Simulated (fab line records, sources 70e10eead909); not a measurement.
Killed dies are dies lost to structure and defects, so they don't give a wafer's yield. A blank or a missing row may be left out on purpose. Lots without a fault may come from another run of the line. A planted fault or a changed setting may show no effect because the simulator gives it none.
fab line records | flow nand_harc
record lots=24 wafers=72 last_day=34
route steps=1302 shown A_STAIRCASE@679
lots that met no fault: from a run of the same line without faults
start_h: hours from the record's first day to the start of the lot's first wafer shown | wait_h: hours since the lot's step before | " the same as in the row above | L1.1+2: a row that stands for several wafers | - no value, or no start given | * or withheld: withheld | < > ~ a bound
route shown NAME@n: a module of which the file shows steps, and the number in the route of the first | usual: mean/standard deviation of fault-free wafers | same: alike in all rows | chamber/n: place in a boat | sites: the reading at each site | _std_site: their standard deviation | _edge_site: outer sites' mean less inner sites' | radius_mm: how far each site lies from the wafer's centre | mask NAME#n: copy n | behind: the tool/chamber that last shaped the wafer | hold: why the lot was held/for how many hours/how that ended | device: the transistor (n, p or np) that didn't switch | end of line: the same wafers' tests at the end of the route | a step without rows: its recipe alone | killed: dies lost to structure and defects at the first sort, not the wafer's yield | map: a wafer's dies, x killed, . not, _ none there
set.NAME: the setting as run; set.NAME@STEP: as run at that earlier step | model.NAME: the simulator's own value behind a step, which no gauge read
steps of the route over a sample of lots; a table a step, a row a wafer
services: from which hour (start_h, from the record's first day; less than 0 if before it) a tool's chamber was out of use, for how many hours, and why
## steps
# step NHARC_A_STAIRCASE_TRIM_22
# recipe time_s=211.2 o2_flow_sccm=500 ar_flow_sccm=0 bias_w=0 chemistry=O2
# usual drypump_motor_current_A=5.9/0.54 oes_product_au=0.998/0.0088 rf_vpp_V=57.9/0.99 showerhead_plenum_p_Torr=3.51/0.15 throttle_valve_pct=17.035/0.0094
# columns lot.wafer tool chamber start_h wait_h drypump_motor_current_A oes_product_au rf_hours_counter_h rf_vpp_V showerhead_plenum_p_Torr throttle_valve_pct
L074.3 rie_diel-07 0 - - 6.1 0.997 17 57.1 3.59 17.049
L074.4 " 2 " " 6.5 0.991 21 57.6 3.55 17.012
L074.6 " 3 " " 5.1 1.004 - 57.8 3.43 17.033
L075.4 rie_diel-07 0 - - 6.1 0.994 17 58.0 3.59 17.023
L075.2 " 1 " " 6.1 0.985 20 59.1 3.76 17.046
L075.1 " 3 " " 5.1 0.990 19 58.8 3.43 17.026
L076.1 rie_diel-02 1 - - 5.7 0.989 52 58.6 3.41 17.040
L076.4 " 2 " " 5.4 1.003 48 57.3 3.34 17.042
L076.6 " 1 " " 5.7 0.998 - 56.8 3.41 17.047
L077.3 rie_diel-07 0 - - 6.1 1.003 22 56.9 3.59 17.024
L077.1 " 1 " " 6.1 0.990 25 58.8 3.76 17.035
L077.5 " 3 " " 5.0 1.011 - 57.8 3.43 17.027
L078.3 rie_diel-04 3 - - 6.0 1.010 11 56.7 3.45 17.037
L078.2 " 0 " " 6.0 0.998 16 58.3 3.31 17.039
L078.4 " 1 " " 6.7 1.009 17 58.8 3.63 17.042
L079.4 rie_diel-04 1 - - 6.8 1.002 18 57.8 3.63 17.041
L079.1 " 3 " " 6.0 1.014 14 57.1 3.44 17.045
L079.5 " 2 " " 6.3 1.004 - 59.8 3.42 17.031
L080.3 rie_diel-04 1 - - 6.8 1.000 25 58.7 3.63 17.020
L080.4 " 2 " " 6.4 0.994 18 57.6 3.41 17.017
L080.5 " 3 " " 6.0 1.006 - 57.2 3.44 17.035
L081.2 rie_diel-07 1 - - 6.1 0.985 47 59.4 3.74 17.050
L081.5 " 3 " " 5.1 0.988 - 58.1 3.42 17.041
L081.6 " 0 " " 6.1 0.995 - 58.6 3.58 17.023
L082.2 rie_diel-04 0 - - 6.1 1.006 36 56.8 3.30 17.023
L082.1 " 2 " " 6.4 1.012 30 58.1 3.41 17.036
L082.6 " 3 " " 6.0 1.012 - 59.2 3.44 17.041
L083.1 rie_diel-02 2 - - 5.4 0.984 13 57.2 3.33 17.033
L083.2 " 0 " " 4.9 1.001 13 57.8 3.80 17.020
L083.6 " 1 " " 5.7 0.989 - 58.5 3.40 17.025
L084.1 rie_diel-02 0 - - 4.9 0.998 13 59.2 3.80 17.040
L084.3 " 1 " " 5.7 1.001 13 55.7 3.40 17.041
L084.6 " 2 " " 5.4 0.991 - 58.5 3.33 17.035
L086.4 rie_diel-07 3 - - 5.1 0.988 0 56.5 3.41 17.046
L086.2 " 1 " " 6.1 1.006 0 57.2 3.74 17.033
L086.6 " 3 " " 5.1 0.995 - 56.8 3.41 17.031
L085.1 rie_diel-07 2 - - 6.5 1.009 1 58.9 3.54 17.025
L085.2 " 3 " " 5.1 0.991 1 57.2 3.41 17.033
L085.5 " 0 " " 6.1 0.996 - 58.6 3.57 17.023
L087.3 rie_diel-02 2 - - 5.4 0.983 27 57.7 3.32 17.026
L087.2 " 1 " " 5.6 0.993 22 56.3 3.40 17.031
L087.5 " 3 " " 5.4 1.000 - 59.6 3.47 17.025
L088.2 rie_diel-02 3 - - 5.4 0.991 34 59.0 3.47 17.034
L088.4 " 1 " " 5.7 0.992 24 57.5 3.40 17.030
L088.5 " 3 " " 5.4 0.991 - 58.0 3.47 17.035
L089.2 rie_diel-04 2 - - 6.3 1.011 47 56.7 3.40 17.046
L089.4 " 0 " " 6.1 1.006 57 56.5 3.29 17.032
L089.3 " 1 " " 6.7 1.012 51 57.5 3.61 17.039
L090.2 rie_diel-07 2 - - 6.5 1.012 12 57.8 3.53 17.039
L090.3 " 0 " " 6.0 1.003 9 56.6 3.57 17.035
L090.4 " 1 " " 6.1 1.000 12 58.4 3.73 17.033
L091.2 rie_diel-02 2 - - 5.4 0.992 43 57.8 3.31 17.026
L091.4 " 0 " " 4.9 0.990 46 58.8 3.78 17.028
L091.5 " 2 " " 5.4 0.989 - 58.0 3.31 17.037
L092.3 rie_diel-02 2 - - 5.4 0.972 44 56.1 3.31 17.038
L092.1 " 3 " " 5.4 0.986 49 57.1 3.46 17.036
L092.6 " 0 " " 4.9 0.985 - 58.3 3.78 17.051
L095.1 rie_diel-04 1 - - 6.8 1.015 7 59.3 3.60 17.021
L095.3 " 2 " " 6.3 0.991 7 57.3 3.39 17.030
L095.5 " 1 " " 6.8 0.991 - 57.3 3.60 17.039
L094.2 rie_diel-02 1 - - 5.7 0.984 44 57.7 3.38 17.030
L094.1 " 2 " " 5.4 0.992 52 56.7 3.31 17.035
L094.4 " 3 " " 5.4 0.990 57 56.6 3.46 17.038
L093.4 rie_diel-04 2 - - 6.4 0.991 8 58.3 3.39 17.040
L093.1 " 3 " " 6.1 1.000 7 59.9 3.41 17.027
L093.6 " 0 " " 6.1 0.999 - 57.9 3.80 17.032
L097.1 rie_diel-07 1 - - 6.1 1.005 38 57.6 3.72 17.042
L097.4 " 3 " " 5.1 0.995 32 55.2 3.39 17.044
L097.5 " 1 " " 6.1 1.016 - 60.1 3.72 17.037
L096.2 rie_diel-04 3 - - 6.0 1.007 14 57.6 3.41 17.027
L096.5 " 0 " " 6.1 1.003 - 58.8 3.80 17.040
L096.6 " 1 " " 6.7 0.997 - 57.8 3.60 17.044
# step NHARC_A_STAIRCASE_DESCUM_186
# recipe time_s=3 o2_flow_sccm=200 ar_flow_sccm=0 bias_power_w=0 chemistry=O2
# usual drypump_motor_current_A=5.8/0.55 oes_product_au=0.999/0.0076 rf_vpp_V=57.7/0.84 showerhead_plenum_p_Torr=1.90/0.094 throttle_valve_pct=11.309/0.0088
# columns lot.wafer tool chamber start_h wait_h drypump_motor_current_A oes_product_au rf_hours_counter_h rf_vpp_V showerhead_plenum_p_Torr throttle_valve_pct
L074.3 rie_diel-07 2 361.49 - 6.5 1.001 21 57.4 1.93 11.315
L074.4 " 3 " " 5.1 1.000 19 57.5 1.86 11.316
L074.6 " 3 " " 5.1 1.000 - 56.1 1.86 11.288
L075.2 rie_diel-02 0 362.74 - 4.9 0.996 47 57.8 1.77 11.298
L075.4 " 2 " " 5.4 1.003 46 56.0 1.80 11.309
L075.1 " 3 " " 5.3 1.007 44 56.8 1.90 11.312
L076.4 rie_diel-04 0 376.47 - 6.1 0.995 5 57.0 1.79 11.315
L076.1 " 1 " " 6.7 0.997 5 58.6 1.98 11.301
L076.6 " 3 " " 6.0 1.010 - 58.4 1.87 11.304
L077.1 rie_diel-04 3 385.71 - 6.0 1.005 6 58.7 1.87 11.301
L077.3 " 0 " " 6.0 0.998 8 58.1 1.79 11.304
L077.5 " 1 " " 6.8 0.988 - 59.3 1.98 11.305
L078.2 rie_diel-04 3 401.23 - 6.0 1.009 11 56.7 1.87 11.308
L078.4 " 0 " " 6.0 1.001 16 57.6 1.79 11.320
L078.3 " 1 " " 6.7 1.012 17 58.0 1.97 11.325
L079.4 rie_diel-02 1 406.69 - 5.7 0.986 0 56.9 1.84 11.312
L079.1 " 3 " " 5.4 0.998 1 56.6 1.89 11.320
L079.5 " 1 " " 5.6 1.000 - 58.0 1.84 11.302
L080.3 rie_diel-04 2 421.46 - 6.3 0.998 18 58.6 1.85 11.287
L080.4 " 3 " " 6.0 1.001 18 57.3 1.86 11.310
L080.5 " 0 " " 6.1 1.004 - 56.9 1.79 11.308
L081.2 rie_diel-02 1 453.85 - 5.7 0.992 10 58.0 1.84 11.309
L081.6 " 1 " " 5.7 0.991 - 57.9 1.84 11.300
L081.5 " 2 " " 5.4 0.996 - 57.1 1.80 11.306
L082.1 rie_diel-02 0 459.02 - 4.9 1.000 12 58.8 2.07 11.320
L082.2 " 3 " " 5.4 0.996 13 57.2 1.89 11.311
L082.6 " 1 " " 5.7 0.988 - 58.4 1.84 11.309
L083.1 rie_diel-07 3 462.62 - 5.1 0.998 49 58.3 1.85 11.317
L083.2 " 0 " " 6.1 0.996 49 58.2 1.94 11.305
L083.6 " 0 " " 6.1 0.995 - 58.1 1.94 11.312
L084.3 rie_diel-02 0 463.48 - 4.9 0.989 14 58.5 2.07 11.297
L084.1 " 1 " " 5.7 0.986 13 56.8 1.84 11.326
L084.6 " 3 " " 5.4 0.990 - 56.6 1.89 11.306
L086.2 rie_diel-02 0 484.94 - 4.9 0.998 27 58.2 2.07 11.326
L086.4 " 0 " " 4.9 1.003 - 57.9 2.07 11.321
L086.6 " 3 " " 5.4 0.995 - 58.3 1.88 11.307
L085.2 rie_diel-04 0 486.82 - 6.0 0.995 50 55.9 1.78 11.303
L085.1 " 2 " " 6.3 1.004 42 57.4 1.84 11.310
L085.5 " 0 " " 6.0 0.987 - 58.0 1.78 11.312
L087.2 rie_diel-02 2 497.05 - 5.4 0.992 27 56.9 1.79 11.305
L087.3 " 3 " " 5.4 0.992 32 57.2 1.88 11.320
L087.5 " 0 " " 4.9 1.006 - 58.2 2.07 11.304
L088.2 rie_diel-04 2 503.97 - 6.3 1.014 48 57.3 1.84 11.318
L088.4 " 3 " " 6.0 1.010 51 57.3 1.85 11.296
L088.5 " 2 " " 6.3 1.008 - 57.1 1.84 11.311
L089.2 rie_diel-07 0 504.90 - 6.0 0.999 5 58.9 1.94 11.304
L089.4 " 1 " " 6.1 0.996 5 58.7 2.04 11.303
L089.3 " 3 " " 5.1 1.004 6 57.0 1.84 11.306
L090.3 rie_diel-02 1 525.01 - 5.7 1.000 32 57.1 1.83 11.335
L090.2 " 2 " " 5.4 0.987 36 56.6 1.79 11.308
L090.4 " 0 " " 4.9 0.993 39 58.6 2.06 11.302
L091.4 rie_diel-02 3 537.50 - 5.4 0.987 49 56.9 1.88 11.320
L091.2 " 0 " " 4.9 1.002 47 58.4 2.06 11.315
L091.5 " 3 " " 5.4 0.986 - 57.2 1.88 11.316
L092.1 rie_diel-07 1 538.92 - 6.1 0.999 18 58.6 2.03 11.316
L092.3 " 2 " " 6.5 1.017 18 57.2 1.91 11.299
L092.6 " 0 " " 6.0 1.005 - 57.5 1.93 11.306
L095.1 rie_diel-07 0 571.93 - 6.0 1.001 22 59.2 1.93 11.304
L095.3 " 3 " " 5.1 1.000 26 57.8 1.84 11.297
L095.5 " 0 " " 6.0 0.997 - 56.4 1.93 11.309
L094.2 rie_diel-04 0 572.31 - 6.0 1.009 6 58.3 2.07 11.311
L094.1 " 2 " " 6.3 0.998 8 58.1 1.83 11.309
L094.4 " 3 " " 6.0 1.009 6 56.4 1.85 11.312
L093.1 rie_diel-04 0 578.23 - 6.1 0.993 10 58.6 2.07 11.301
L093.4 " 3 " " 6.0 1.005 10 58.1 1.85 11.306
L093.6 " 0 " " 6.0 0.996 - 59.0 2.07 11.320
L097.1 rie_diel-04 0 592.77 - 6.1 1.006 15 58.5 2.07 11.312
L097.4 " 2 " " 6.3 1.004 15 57.8 1.83 11.291
L097.5 " 0 " " 6.1 1.017 - 58.8 2.07 11.311
L096.2 rie_diel-02 0 594.77 - 4.9 1.007 4 56.9 2.06 11.310
L096.5 " 1 " " 5.7 1.005 - 57.5 1.83 11.310
L096.6 " 2 " " 5.4 1.004 - 57.3 1.78 11.307
# step NHARC_A_STAIRCASE_ETCH_190
# recipe target_depth_a=1000 time_s=40.5 ion_energy_ev=400 c4f8_flow_sccm=20 o2_flow_sccm=10 ar_flow_sccm=withheld rf_w=600 bias_w=1000 chemistry=C4F8/O2
# usual oes_product_au=0.942/0.012 rf_vpp_V=895/5.9
# columns lot.wafer tool chamber start_h wait_h oes_product_au rf_hours_counter_h rf_vpp_V
L074.3 rie_diel-07 0 - - 0.931 18 899
L074.4 " 1 " " 0.940 20 904
L074.6 " 1 " " 0.941 - 905
L075.1 rie_diel-02 2 - - 0.963 46 888
L075.4 " 3 " " 0.954 45 894
L075.2 " 1 " " 0.940 49 892
L076.1 rie_diel-04 3 - - 0.955 3 894
L076.4 " 0 " " 0.960 5 889
L076.6 " 0 " " 0.970 - 888
L077.3 rie_diel-04 3 - - 0.968 6 893
L077.1 " 2 " " 0.947 7 892
L077.5 " 0 " " 0.947 - 888
L078.4 rie_diel-04 0 - - 0.934 17 886
L078.2 " 1 " " 0.937 17 899
L078.3 " 2 " " 0.940 13 892
L079.4 rie_diel-02 2 - - 0.937 1 890
L079.1 " 0 " " 0.946 1 906
L079.5 " 1 " " 0.939 - 890
L080.3 rie_diel-04 2 - - 0.949 19 892
L080.4 " 0 " " 0.957 27 887
L080.5 " 2 " " 0.929 - 892
L081.2 rie_diel-02 1 - - 0.935 11 893
L081.5 " 2 " " 0.919 - 889
L081.6 " 3 " " 0.929 - 893
L082.2 rie_diel-02 0 - - 0.935 13 905
L082.1 " 1 " " 0.938 12 890
L082.6 " 0 " " 0.943 - 908
L083.2 rie_diel-07 2 - - 0.958 42 895
L083.1 " 0 " " 0.941 49 896
L083.6 " 2 " " 0.944 - 897
L084.1 rie_diel-02 0 - - 0.937 14 906
L084.3 " 2 " " 0.915 15 888
L084.6 " 3 " " 0.922 - 895
L086.2 rie_diel-02 3 - - 0.929 29 894
L086.6 " 3 " " 0.938 - 895
L086.4 " 0 " " 0.942 - 904
L085.1 rie_diel-04 1 - - 0.941 46 899
L085.2 " 3 " " 0.937 43 893
L085.5 " 1 " " 0.941 - 899
L087.2 rie_diel-02 3 - - 0.935 32 894
L087.3 " 0 " " 0.939 31 905
L087.5 " 3 " " 0.929 - 893
L088.2 rie_diel-04 1 - - 0.944 52 900
L088.4 " 2 " " 0.934 49 890
L088.5 " 0 " " 0.952 - 886
L089.3 rie_diel-07 0 - - 0.948 6 898
L089.4 " 1 " " 0.932 6 902
L089.2 " 2 " " 0.943 6 897
L090.4 rie_diel-02 1 - - 0.930 32 891
L090.2 " 2 " " 0.943 36 887
L090.3 " 0 " " 0.931 39 907
L091.2 rie_diel-02 3 - - 0.932 50 893
L091.4 " 0 " " 0.946 47 905
L091.5 " 2 " " 0.946 - 888
L092.1 rie_diel-07 0 - - 0.936 17 898
L092.3 " 1 " " 0.941 18 904
L092.6 " 0 " " 0.943 - 897
L095.1 rie_diel-07 1 - - 0.944 27 904
L095.3 " 2 " " 0.947 27 896
L095.5 " 3 " " 0.945 - 892
L094.4 rie_diel-04 0 - - 0.941 7 907
L094.1 " 1 " " 0.939 8 900
L094.2 " 3 " " 0.942 7 891
L093.1 rie_diel-04 1 - - 0.954 14 898
L093.4 " 2 " " 0.951 13 890
L093.6 " 0 " " 0.962 - 906
L097.4 rie_diel-04 3 - - 0.948 14 891
L097.1 " 0 " " 0.943 15 906
L097.5 " 3 " " 0.934 - 892
L096.2 rie_diel-02 3 - - 0.962 4 894
L096.6 " 2 " " 0.946 - 889
L096.5 " 3 " " 0.957 - 894
# step NHARC_A_STAIRCASE_ETCH_192
# recipe target_depth_a=1000 time_s=40.5 ion_energy_ev=400 c4f8_flow_sccm=20 o2_flow_sccm=10 ar_flow_sccm=withheld rf_w=600 bias_w=1000 chemistry=C4F8/O2
# usual oes_product_au=0.940/0.0085 rf_vpp_V=894/5.7
# columns lot.wafer tool chamber start_h wait_h oes_product_au rf_hours_counter_h rf_vpp_V
L074.4 rie_diel-07 1 - - 0.924 21 904
L074.3 " 3 " " 0.937 20 892
L074.6 " 1 " " 0.916 - 904
L075.4 rie_diel-02 1 - - 0.947 49 893
L075.2 " 2 " " 0.950 46 889
L075.1 " 3 " " 0.955 45 896
L076.4 rie_diel-04 2 - - 0.944 3 893
L076.1 " 0 " " 0.941 5 888
L076.6 " 3 " " 0.947 - 894
L077.3 rie_diel-04 0 - - 0.958 8 889
L077.1 " 1 " " 0.942 9 901
L077.5 " 2 " " 0.950 - 892
L078.4 rie_diel-04 2 - - 0.931 13 892
L078.2 " 3 " " 0.931 12 892
L078.3 " 1 " " 0.918 17 900
L079.1 rie_diel-02 2 - - 0.930 1 886
L079.4 " 3 " " 0.940 1 894
L079.5 " 2 " " 0.935 - 890
L080.3 rie_diel-04 3 - - 0.941 19 894
L080.4 " 1 " " 0.928 27 900
L080.5 " 3 " " 0.951 - 894
L081.2 rie_diel-02 1 - - 0.927 11 891
L081.5 " 2 " " 0.936 - 889
L081.6 " 3 " " 0.953 - 896
L082.2 rie_diel-02 1 - - 0.932 12 893
L082.1 " 3 " " 0.932 14 894
L082.6 " 2 " " 0.922 - 888
L083.1 rie_diel-07 0 - - 0.933 49 897
L083.2 " 2 " " 0.940 42 897
L083.6 " 1 " " 0.937 - 903
L084.1 rie_diel-02 3 - - 0.935 15 895
L084.3 " 0 " " 0.940 14 907
L084.6 " 3 " " 0.935 - 893
L086.2 rie_diel-02 3 - - 0.943 29 895
L086.4 " 0 " " 0.938 - 906
L086.6 " 2 " " 0.928 - 888
L085.1 rie_diel-04 3 - - 0.945 43 893
L085.2 " 2 " " 0.947 42 891
L085.5 " 0 " " 0.931 - 887
L087.3 rie_diel-02 2 - - 0.931 28 887
L087.2 " 0 " " 0.945 31 907
L087.5 " 3 " " 0.942 - 892
L088.4 rie_diel-04 2 - - 0.938 49 890
L088.2 " 3 " " 0.945 52 890
L088.5 " 1 " " 0.940 - 899
L089.3 rie_diel-07 2 - - 0.946 6 896
L089.2 " 3 " " 0.935 6 890
L089.4 " 1 " " 0.932 6 904
L090.3 rie_diel-02 2 - - 0.928 36 888
L090.2 " 0 " " 0.946 39 904
L090.4 " 1 " " 0.945 32 892
L091.4 rie_diel-02 3 - - 0.937 50 894
L091.2 " 0 " " 0.930 47 906
L091.5 " 2 " " 0.949 - 887
L092.3 rie_diel-07 2 - - 0.938 18 897
L092.1 " 3 " " 0.926 19 891
L092.6 " 0 " " 0.949 - 898
L095.1 rie_diel-07 2 - - 0.950 27 896
L095.3 " 3 " " 0.956 26 891
L095.5 " 2 " " 0.954 - 896
L094.2 rie_diel-04 1 - - 0.952 8 898
L094.4 " 2 " " 0.929 8 889
L094.1 " 3 " " 0.939 7 893
L093.1 rie_diel-04 3 - - 0.957 10 892
L093.4 " 1 " " 0.957 14 897
L093.6 " 0 " " 0.948 - 905
L097.4 rie_diel-04 1 - - 0.945 18 897
L097.1 " 3 " " 0.943 15 891
L097.5 " 1 " " 0.940 - 899
L096.2 rie_diel-02 1 - - 0.939 4 890
L096.5 " 1 " " 0.940 - 890
L096.6 " 2 " " 0.944 - 888
# step NHARC_A_STAIRCASE_DESCUM_219
# recipe time_s=3 o2_flow_sccm=200 ar_flow_sccm=0 bias_power_w=0 chemistry=O2
# usual drypump_motor_current_A=5.8/0.54 oes_product_au=0.998/0.008 rf_vpp_V=57.9/0.93 showerhead_plenum_p_Torr=1.91/0.089 throttle_valve_pct=11.311/0.0098
# columns lot.wafer tool chamber start_h wait_h drypump_motor_current_A oes_product_au rf_hours_counter_h rf_vpp_V showerhead_plenum_p_Torr throttle_valve_pct
L074.4 rie_diel-02 2 365.46 - 5.4 1.000 47 57.7 1.80 11.307
L074.3 " 0 " " 4.9 1.000 48 56.0 1.76 11.313
L074.6 " 3 " " 5.4 1.002 - 57.1 1.89 11.318
L075.4 rie_diel-04 2 366.45 - 6.3 1.005 0 59.2 1.85 11.308
L075.1 " 3 " " 6.0 1.002 0 57.9 1.87 11.313
L075.2 " 0 " " 6.1 1.005 0 58.0 1.79 11.317
L076.4 rie_diel-07 3 380.31 - 5.1 0.997 22 57.3 1.86 11.309
L076.1 " 0 " " 6.1 1.006 21 58.1 1.95 11.314
L076.6 " 3 " " 5.1 1.000 - 57.8 1.85 11.313
L077.1 rie_diel-04 1 393.60 - 6.7 0.994 15 57.7 1.98 11.297
L077.3 " 3 " " 6.0 0.998 9 57.8 1.87 11.312
L077.5 " 1 " " 6.7 0.998 - 57.7 1.98 11.313
L078.2 rie_diel-07 1 406.21 - 6.1 0.991 35 59.1 2.04 11.310
L078.4 " 2 " " 6.5 1.004 27 57.1 1.92 11.320
L078.3 " 0 " " 6.1 0.999 32 58.4 1.95 11.303
L079.1 rie_diel-02 3 410.38 - 5.3 0.993 2 59.1 1.89 11.307
L079.4 " 1 " " 5.7 0.984 2 59.1 1.84 11.291
L079.5 " 0 " " 4.9 1.005 - 59.4 2.08 11.312
L080.3 rie_diel-04 1 425.74 - 6.7 0.991 28 58.0 1.97 11.307
L080.4 " 3 " " 6.0 1.009 20 57.9 1.86 11.307
L080.5 " 2 " " 6.3 1.007 - 57.9 1.85 11.318
L081.2 rie_diel-07 3 457.53 - 5.1 1.002 47 57.3 1.85 11.331
L081.5 " 3 " " 5.1 1.001 - 58.7 1.85 11.297
L081.6 " 2 " " 6.5 1.002 - 57.8 1.92 11.315
L082.1 rie_diel-02 3 463.32 - 5.4 0.988 15 59.4 1.89 11.317
L082.2 " 0 " " 4.9 0.992 13 58.9 2.07 11.318
L082.6 " 2 " " 5.4 0.991 - 58.0 1.80 11.307
L083.1 rie_diel-04 2 466.51 - 6.3 1.013 34 57.2 1.84 11.312
L083.2 " 3 " " 6.0 1.005 34 56.2 1.86 11.312
L083.6 " 2 " " 6.3 1.012 - 58.2 1.84 11.310
L084.1 rie_diel-02 3 467.46 - 5.4 0.997 16 56.1 1.89 11.318
L084.3 " 2 " " 5.4 0.998 16 57.9 1.79 11.293
L084.6 " 3 " " 5.4 0.994 - 57.0 1.89 11.320
L086.2 rie_diel-02 0 488.89 - 4.9 0.999 28 57.7 2.07 11.324
L086.4 " 1 " " 5.7 0.995 20 59.1 1.84 11.303
L086.6 " 2 " " 5.4 0.991 - 58.4 1.79 11.309
L085.1 rie_diel-02 1 491.87 - 5.6 0.989 21 57.8 1.84 11.306
L085.2 " 3 " " 5.4 0.991 31 56.7 1.88 11.309
L085.5 " 0 " " 4.9 0.997 - 57.8 2.07 11.318
L087.2 rie_diel-07 1 500.75 - 6.1 0.992 4 59.0 2.04 11.298
L087.3 " 2 " " 6.5 0.998 4 56.5 1.92 11.310
L087.5 " 1 " " 6.1 1.005 - 58.7 2.04 11.317
L088.4 rie_diel-02 1 508.00 - 5.6 0.977 26 58.1 1.84 11.320
L088.2 " 2 " " 5.4 0.975 30 56.1 1.79 11.308
L088.5 " 0 " " 4.9 0.989 - 58.2 2.06 11.295
L089.3 rie_diel-02 0 509.32 - 4.9 0.988 35 58.8 2.07 11.307
L089.2 " 2 " " 5.4 0.979 31 57.1 1.79 11.300
L089.4 " 3 " " 5.4 0.985 36 58.7 1.88 11.301
L090.3 rie_diel-07 1 531.57 - 6.1 1.005 16 57.6 2.03 11.307
L090.4 " 2 " " 6.5 1.013 16 57.3 1.91 11.315
L090.2 " 3 " " 5.1 0.993 16 57.6 1.84 11.305
L091.2 rie_diel-07 0 541.19 - 6.1 0.995 18 57.6 1.93 11.317
L091.4 " 2 " " 6.5 1.002 20 58.8 1.91 11.302
L091.5 " 0 " " 6.1 0.993 - 57.2 1.93 11.306
L092.1 rie_diel-07 2 543.78 - 6.5 1.015 20 58.4 1.91 11.322
L092.3 " 3 " " 5.2 0.993 21 57.7 1.84 11.294
L092.6 " 2 " " 6.5 1.006 - 58.7 1.91 11.324
L094.2 rie_diel-07 1 579.65 - 6.1 0.995 35 59.5 2.03 11.316
L094.4 " 2 " " 6.5 1.008 34 57.3 1.91 11.312
L094.1 " 3 " " 5.1 0.988 30 57.2 1.84 11.322
L095.1 rie_diel-04 3 581.42 - 6.0 1.008 11 57.3 1.85 11.335
L095.3 " 0 " " 6.0 0.999 11 59.4 2.07 11.306
L095.5 " 0 " " 6.0 0.997 - 58.3 2.07 11.292
L093.4 rie_diel-07 1 582.21 - 6.1 1.004 36 56.0 2.03 11.311
L093.1 " 0 " " 6.0 0.992 30 57.9 1.93 11.305
L093.6 " 1 " " 6.1 0.997 - 57.7 2.03 11.308
L097.4 rie_diel-02 2 596.53 - 5.4 0.997 4 57.0 1.78 11.302
L097.1 " 3 " " 5.4 0.988 4 55.8 1.87 11.317
L097.5 " 2 " " 5.4 0.998 - 57.6 1.78 11.315
L096.2 rie_diel-04 1 598.46 - 6.7 0.998 19 58.0 1.95 11.295
L096.5 " 3 " " 6.0 1.001 - 56.8 1.84 11.323
L096.6 " 0 " " 6.1 1.008 - 58.3 2.07 11.309
# step NHARC_A_STAIRCASE_ETCH_221
# recipe target_depth_a=1000 time_s=40.5 ion_energy_ev=400 c4f8_flow_sccm=20 o2_flow_sccm=10 ar_flow_sccm=withheld rf_w=600 bias_w=1000 chemistry=C4F8/O2
# usual oes_product_au=0.942/0.014 rf_vpp_V=895/5.4
# columns lot.wafer tool chamber start_h wait_h oes_product_au rf_hours_counter_h rf_vpp_V
L074.4 rie_diel-02 3 - - 0.940 45 894
L074.3 " 0 " " 0.943 48 887
L074.6 " 0 " " 0.948 - 886
L075.2 rie_diel-04 2 - - 0.941 0 892
L075.1 " 3 " " 0.939 0 894
L075.4 " 0 " " 0.953 0 890
L076.1 rie_diel-07 1 - - 0.912 25 903
L076.4 " 3 " " 0.926 23 893
L076.6 " 1 " " 0.907 - 904
L077.3 rie_diel-04 2 - - 0.927 10 891
L077.1 " 1 " " 0.925 15 898
L077.5 " 2 " " 0.927 - 891
L078.3 rie_diel-07 2 - - 0.931 27 897
L078.2 " 3 " " 0.918 33 892
L078.4 " 1 " " 0.915 35 903
L079.4 rie_diel-02 2 - - 0.934 2 889
L079.1 " 0 " " 0.948 2 907
L079.5 " 2 " " 0.945 - 888
L080.4 rie_diel-04 0 - - 0.937 28 887
L080.3 " 1 " " 0.957 28 900
L080.5 " 3 " " 0.959 - 892
L081.2 rie_diel-07 0 - - 0.930 47 898
L081.5 " 2 " " 0.921 - 899
L081.6 " 3 " " 0.919 - 892
L082.1 rie_diel-02 2 - - 0.916 14 889
L082.2 " 1 " " 0.924 13 892
L082.6 " 3 " " 0.939 - 895
L083.2 rie_diel-04 2 - - 0.961 34 892
L083.1 " 3 " " 0.952 34 893
L083.6 " 3 " " 0.944 - 893
L084.1 rie_diel-02 0 - - 0.953 15 906
L084.3 " 2 " " 0.934 16 887
L084.6 " 0 " " 0.956 - 907
L086.4 rie_diel-02 3 - - 0.949 30 894
L086.2 " 0 " " 0.958 28 905
L086.6 " 3 " " 0.929 - 894
L085.2 rie_diel-02 1 - - 0.938 21 891
L085.1 " 2 " " 0.944 26 888
L085.5 " 2 " " 0.944 - 888
L087.2 rie_diel-07 0 - - 0.951 4 897
L087.3 " 2 " " 0.968 4 895
L087.5 " 0 " " 0.956 - 897
L088.2 rie_diel-02 0 - - 0.943 35 905
L088.4 " 2 " " 0.949 31 888
L088.5 " 3 " " 0.941 - 894
L089.2 rie_diel-02 1 - - 0.937 27 890
L089.3 " 2 " " 0.941 31 888
L089.4 " 0 " " 0.951 35 905
L090.3 rie_diel-07 2 - - 0.930 16 896
L090.2 " 0 " " 0.932 14 898
L090.4 " 1 " " 0.934 16 904
L091.4 rie_diel-07 3 - - 0.956 21 891
L091.2 " 0 " " 0.953 19 897
L091.5 " 0 " " 0.954 - 896
L092.1 rie_diel-07 2 - - 0.943 21 896
L092.3 " 3 " " 0.936 21 891
L092.6 " 0 " " 0.961 - 896
L094.1 rie_diel-07 0 - - 0.931 29 897
L094.2 " 2 " " 0.942 34 896
L094.4 " 3 " " 0.924 30 891
L095.1 rie_diel-04 3 - - 0.944 11 892
L095.3 " 0 " " 0.944 11 907
L095.5 " 0 " " 0.939 - 905
L093.4 rie_diel-07 2 - - 0.949 34 896
L093.1 " 3 " " 0.967 31 892
L093.6 " 1 " " 0.949 - 903
L097.4 rie_diel-02 3 - - 0.950 4 893
L097.1 " 1 " " 0.949 4 891
L097.5 " 0 " " 0.974 - 905
L096.2 rie_diel-04 0 - - 0.941 16 907
L096.5 " 1 " " 0.972 - 898
L096.6 " 2 " " 0.958 - 891
## services
# columns tool chamber start_h hours kind
rie_diel-02 0 348.67 - clean
rie_diel-02 1 348.67 - clean
rie_diel-02 2 348.67 - clean
rie_diel-02 3 348.67 - clean
rie_diel-04 - 356.06 9.0 pm
rie_diel-02 0 373.22 - clean
rie_diel-02 1 373.22 - clean
rie_diel-02 2 373.22 - clean
rie_diel-02 3 373.22 - clean
rie_diel-02 2 380.55 4.6 repair
rie_diel-02 1 381.88 2.5 repair
rie_diel-02 1 385.54 6.1 repair
rie_diel-02 - 393.99 9.0 pm
rie_diel-02 0 393.99 9.0 vent_cycle
rie_diel-07 3 400.91 2.5 repair
rie_diel-04 1 437.29 2.6 repair
rie_diel-07 1 452.42 8.5 repair
rie_diel-07 - 473.40 9.0 pm
rie_diel-02 1 479.20 9.0 repair
rie_diel-07 - 510.32 0.1 repair
rie_diel-04 - 533.09 9.0 pm
rie_diel-02 2 543.98 5.1 repair
rie_diel-07 0 544.77 7.0 repair
rie_diel-02 - 570.99 9.0 pm
## key
fault none
